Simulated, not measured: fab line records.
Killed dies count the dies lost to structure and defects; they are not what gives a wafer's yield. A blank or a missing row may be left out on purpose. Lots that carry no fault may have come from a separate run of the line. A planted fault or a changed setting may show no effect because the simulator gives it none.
Chamber matching + flow nand_harc + rie_diel-13 running NHARC_A_CONTACT_ETCH_92: 4 sister chambers
The step etches the open film in CH3F/O2, target depth 40 nm, time 85.7 s. 39 wafers are shown with their chamber, then 12 later ones without.

== WAFERS WITH THEIR CHAMBER ==
| wafer  | chamber | showerhead_plenum_p_Torr (Torr) | drypump_motor_current_A (A) | rf_vpp_V (V) |
|--------|---------|---------------------------------|-----------------------------|--------------|
| L074.2 | 3       | 2.33                            | 5.2                         | 242.1        |
| L074.3 | 1       | 2.30                            | 5.2                         | 243.7        |
| L074.5 | 1       | 2.30                            | 5.2                         | 241.8        |
| L075.2 | 1       | 2.30                            | 5.2                         | 242.3        |
| L075.3 | 3       | 2.34                            | 5.2                         | 243.8        |
| L075.5 | 1       | 2.30                            | 5.1                         | 243.6        |
| L077.2 | 0       | 2.60                            | 6.5                         | 246.6        |
| L077.4 | 3       | 2.33                            | 5.1                         | 242.8        |
| L077.6 | 1       | 2.30                            | 5.2                         | 242.0        |
| L079.2 | 1       | 2.30                            | 5.2                         | 241.9        |
| L079.5 | 0       | 2.60                            | 6.5                         | 248.3        |
| L079.6 | 1       | 2.30                            | 5.1                         | 242.7        |
| L078.3 | 1       | 2.30                            | 5.2                         | 242.4        |
| L078.4 | 3       | 2.33                            | 5.2                         | 243.4        |
| L078.5 | 0       | 2.60                            | 6.5                         | 245.5        |
| L080.3 | 0       | 2.60                            | 6.5                         | 245.4        |
| L080.4 | 1       | 2.30                            | 5.1                         | 242.2        |
| L080.6 | 2       | 2.33                            | 5.9                         | 242.9        |
| L082.2 | 1       | 2.29                            | 5.2                         | 241.4        |
| L082.4 | 0       | 2.60                            | 6.5                         | 246.1        |
| L082.5 | 3       | 2.33                            | 5.2                         | 242.5        |
| L081.2 | 3       | 2.33                            | 5.2                         | 242.1        |
| L081.4 | 1       | 2.29                            | 5.2                         | 242.6        |
| L081.6 | 3       | 2.33                            | 5.1                         | 242.8        |
| L083.2 | 0       | 2.60                            | 6.6                         | 246.4        |
| L083.3 | 1       | 2.29                            | 5.2                         | 242.1        |
| L083.4 | 3       | 2.33                            | 5.2                         | 243.5        |
| L085.2 | 3       | 2.33                            | 5.1                         | 243.4        |
| L085.3 | 0       | 2.60                            | 6.5                         | 246.3        |
| L085.5 | 1       | 2.29                            | 5.1                         | 242.4        |
| L086.4 | 2       | 2.32                            | 5.9                         | 242.2        |
| L086.5 | 0       | 2.60                            | 6.5                         | 245.5        |
| L086.6 | 1       | 2.29                            | 5.1                         | 242.6        |
| L087.3 | 0       | 2.60                            | 6.5                         | 246.3        |
| L087.4 | 3       | 2.33                            | 5.2                         | 242.2        |
| L087.6 | 2       | 2.32                            | 5.9                         | 242.0        |
| L093.1 | 2       | 2.32                            | 5.9                         | 242.4        |
| L093.5 | 2       | 2.32                            | 5.9                         | 242.6        |
| L093.6 | 1       | 2.29                            | 5.1                         | 240.3        |

SIGNATURES, as means of the wafers listed above
| reading                  | chamber 0 | chamber 1 | chamber 2 | chamber 3 | scatter within a chamber |
|--------------------------|-----------|-----------|-----------|-----------|--------------------------|
| showerhead_plenum_p_Torr | 2.6000    | 2.2960    | 2.3220    | 2.3310    | 0.00389                  |
| drypump_motor_current_A  | 6.511     | 5.160     | 5.900     | 5.170     | 0.0434                   |
| rf_vpp_V                 | 246.267   | 242.267   | 242.420   | 242.860   | 0.75                     |
Rule: a wafer's distance from a chamber is the root of the sum, over the readings, of the square of ((its reading less the chamber's mean) divided by the reading's scatter). The wafer belongs to the nearest chamber; if the next one is less than 2 further off, it can't be placed. The scatter is the square root of a quotient: the sum, over the shown wafers, of each reading's squared deviation from its chamber's mean, divided by wafers minus chambers.

== WAFERS WHOSE CHAMBER IS MISSING ==
| wafer  | showerhead_plenum_p_Torr (Torr) | drypump_motor_current_A (A) | rf_vpp_V (V) |
|--------|---------------------------------|-----------------------------|--------------|
| L094.1 | 2.59                            | 6.5                         | 245.6        |
| L094.3 | 2.29                            | 5.2                         | 242.4        |
| L094.6 | 2.32                            | 5.9                         | 242.3        |
| L095.1 | 2.29                            | 5.2                         | 243.8        |
| L095.4 | 2.32                            | 5.9                         | 241.0        |
| L095.5 | 2.32                            | 5.2                         | 244.0        |
| L097.1 | 2.59                            | 6.5                         | 248.1        |
| L097.3 | 2.32                            | 5.9                         | 240.8        |
| L097.5 | 2.29                            | 5.2                         | 242.5        |
| L096.2 | 2.32                            | 5.9                         | 243.0        |
| L096.4 | 2.59                            | 6.5                         | 245.5        |
| L096.5 | 2.32                            | 5.2                         | 241.6        |

== WHICH CHAMBER EACH ONE RAN IN ==
| wafer  | from the rows above | in truth |
|--------|---------------------|----------|
| L094.1 | 0                   | 0        |
| L094.3 | 1                   | 1        |
| L094.6 | 2                   | 2        |
| L095.1 | 1                   | 1        |
| L095.4 | 2                   | 2        |
| L095.5 | 3                   | 3        |
| L097.1 | 0                   | 0        |
| L097.3 | 2                   | 2        |
| L097.5 | 1                   | 1        |
| L096.2 | 2                   | 2        |
| L096.4 | 0                   | 0        |
| L096.5 | 3                   | 3        |
Correctly placed: 12 of 12. Not placeable from these rows: 0. Wrongly placed: 0.
